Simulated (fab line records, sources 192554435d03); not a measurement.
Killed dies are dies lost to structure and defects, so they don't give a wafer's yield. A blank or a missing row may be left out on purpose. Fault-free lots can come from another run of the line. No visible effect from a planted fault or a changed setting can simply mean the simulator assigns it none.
A lot that was struck, set against a sound lot + flow n5 finfet + 39 out of 1938 route steps
Sound: the wafers L479.2, L479.3, L479.5. Struck: wafer L467.6. (L467.3, L467.5 of the same lot were not struck and are left out.) The cause comes at the end.
At each step with rows: each side's tool, then ch and its chambers, then its first start. Under that, the readings that differ: sound wafers + struck wafers + difference of the means + sigmas: that difference in standard deviations of wafers without a fault.
alike: a reading whose means differ by less than 2 such deviations, as well as words and numbers matching on both sides. not compared: withheld readings; readings where some wafer has no value; bounds like >300 that might hide an equal value; numbers whose values overlap and for which the record gives no deviation.
Wherever a step has rows on one side only, a row that says differs or no value, or a row with sigmas, the two part there. Numbers that have no deviation but don't overlap get no sigmas and don't part them. A reading missing from all wafers of one side parts the sides only when that side holds two or more wafers.

first, 9 steps without rows for these wafers: N5_MOL_CONTACT_COAG_SRD_128 (dry time 32 s); N5_MOL_CONTACT_COAG_CMP_52 (polishes, stops on SiO2, t overpolish 1.5 s, target thk 66.5 nm); N5_MOL_CONTACT_COAG_ANNEAL_112 (time 1800 s); N5_BEOL_M0_SAQP_PECVD_00 (deposits SiCN from 3MS/NH3, target thk 8 nm, time 14 s); N5_BEOL_M0_SAQP_ILD_DEP_01 (deposits SiOC from DEMS/O2, target thk 45.419 nm, time 8.7 s); N5_BEOL_M0_SAQP_HM_DEP_02 (deposits TiN, target thk 12 nm); N5_BEOL_M0_SAQP_PECVD_03 (deposits SiCN from 3MS/NH3, target thk 12 nm, time 21.1 s); N5_BEOL_M0_SAQP_PECVD_96 (deposits a-Si from SiH4/He, target thk 45 nm, time 45.2 s); N5_BEOL_M0_SAQP_PECVD_97 (deposits SiNx from SiH4/NH3/N2, target thk 23 nm, time 19.9 s).
N5_BEOL_M0_SAQP_PECVD_04: deposits a-Si from SiH4/He, target thk 60 nm, time 60.2 s.
  sound on pecvd-01 ch 1,2, day 11 09:49; struck on pecvd-01 ch 2, day 8 04:01
  alike: heater power w, showerhead plenum p Torr, throttle valve pct
  not compared: since wet clean h
then, 9 steps without rows for these wafers: N5_BEOL_M0_SAQP_HM_DEP_111 (deposits SiO2 from SiH4/N2O, target thk 12 nm, time 7.2 s); N5_BEOL_M0_SAQP_COAT_81 (time 60 s, resist thk 100 nm); N5_BEOL_M0_SAQP_COAT_82 (time 60 s, resist thk 30 nm); N5_BEOL_M0_SAQP_COAT_08 (resist thk 90 nm); N5_BEOL_M0_SAQP_EBR_10; N5_BEOL_M0_SAQP_SOFTBAKE_09 (time 60 s); N5_BEOL_M0_SAQP_EXPOSE_11 (exposes mask M0 CORE, target cd 42 nm); N5_BEOL_M0_SAQP_PEB_12 (peb time 60 s); N5_BEOL_M0_SAQP_DEVELOP_13 (develop time 30 s).
N5_BEOL_M0_SAQP_INSPECT_16: inspects for defects (brightfield).
  struck on defect inspect-02, day 8 04:38; sound on defect inspect-02, day 11 10:19
| reading          | sound       | struck | difference | sigmas |
|------------------|-------------|--------|------------|--------|
| raw defect count | 529 514 440 | 2152   | +1658      | +13    |
then, 15 steps without rows for these wafers: N5_BEOL_M0_SAQP_DESCUM_19 (chemistry O2, time 7.9 s); N5_BEOL_M0_SAQP_ETCH_83 (etches SiARC in CF4, target depth 39 nm, time 65 s); N5_BEOL_M0_SAQP_ETCH_84 (etches SOC in N2/H2, target depth 100 nm, overetch 20 nm, time 150 s); N5_BEOL_M0_SAQP_STRIP_80 (strips in N2/H2); N5_BEOL_M0_SAQP_HM_OPEN_112 (chemistry CHF3/O2, target SiO2, stops on a-Si, target depth 12 nm, time 13.5 s); N5_BEOL_M0_SAQP_STRIP_113 (strips in CHF3/O2); N5_BEOL_M0_SAQP_MANDREL_ETCH_20 (etches a-Si in HBr/Cl2, stops on SiNx, target depth 60 nm, bt time 10 s, time 30 s); N5_BEOL_M0_SAQP_STRIP_86 (strips in N2/H2); N5_BEOL_M0_SAQP_STRIP_115 (strips in post etch residue remover, time 60 s); N5_BEOL_M0_SAQP_SRD_93 (time 30 s); N5_BEOL_M0_SAQP_RECESS_114 (chemistry HF/NH3, target SiO2, target depth 14.4 nm, afs cycles 3, sublimation time 60 s); N5_BEOL_M0_SAQP_SPACER1_ALD_98 (deposits SiO2, target thk 12.8 nm, pulse time 1 s, purge time 2 s); N5_BEOL_M0_SAQP_SPACER1_ETCHBACK_99 (etches SiO2 in CHF3/O2, target depth 15.4 nm, time 7.7 s); N5_BEOL_M0_SAQP_MANDREL1_REMOVE_100 (chemistry HBr/Cl2/O2, target a-Si, stops on SiNx, bt time 10 s); N5_BEOL_M0_SAQP_ETCH_101 (etches SiNx in CH3F/O2, target depth 29.9 nm, time 42.7 s).
N5_BEOL_M0_SAQP_INSPECT_42: inspects for defects (brightfield).
  struck on defect inspect-02, day 8 08:24; sound on defect inspect-02, day 11 15:47
| reading          | sound       | struck | difference | sigmas |
|------------------|-------------|--------|------------|--------|
| raw defect count | 361 320 247 | 1776   | +1467      | +20    |
N5_BEOL_M0_CUTY_INSPECT_59: inspects for defects (macro).
  struck on defect inspect-02, day 8 09:58; sound on defect inspect-01, day 11 17:11
| reading          | sound | struck | difference | sigmas |
|------------------|-------|--------|------------|--------|
| raw defect count | 1 0 0 | >300   | differs    |        |
-- here the record skips 4 days between the struck wafers' starts before and after, leaving off in module BEOL_M0_CUTY and picking up in module BEOL_M4 (first step shown: number 1111 of the route) --
N5_BEOL_M4_RC_MEAS_101:
  sound on prober-01 ch 0, day 15 13:35; struck on prober-01 ch 0, day 12 12:02
  alike: DIBL_N, DIBL_P, IOFF_N, IOFF_P, ION_N, ION_P, SS_N, SS_P, VT_N, VT_P
-- the record jumps here: 5 days lie between the struck wafers' starts before and after (it left off in module BEOL_M4 and takes up again in module PASSIVATION, whose first step shown is number 1936 of the route) --
N5_PASSIVATION_PROBE_49:
  the record has rows for the struck wafers here (prober-01, day 17 04:56) and none for the sound ones

== WHERE THEY PART ==
Earliest at N5_BEOL_M0_SAQP_INSPECT_16; latest, in this record, at N5_PASSIVATION_PROBE_49.

WHY: what the simulator had put in
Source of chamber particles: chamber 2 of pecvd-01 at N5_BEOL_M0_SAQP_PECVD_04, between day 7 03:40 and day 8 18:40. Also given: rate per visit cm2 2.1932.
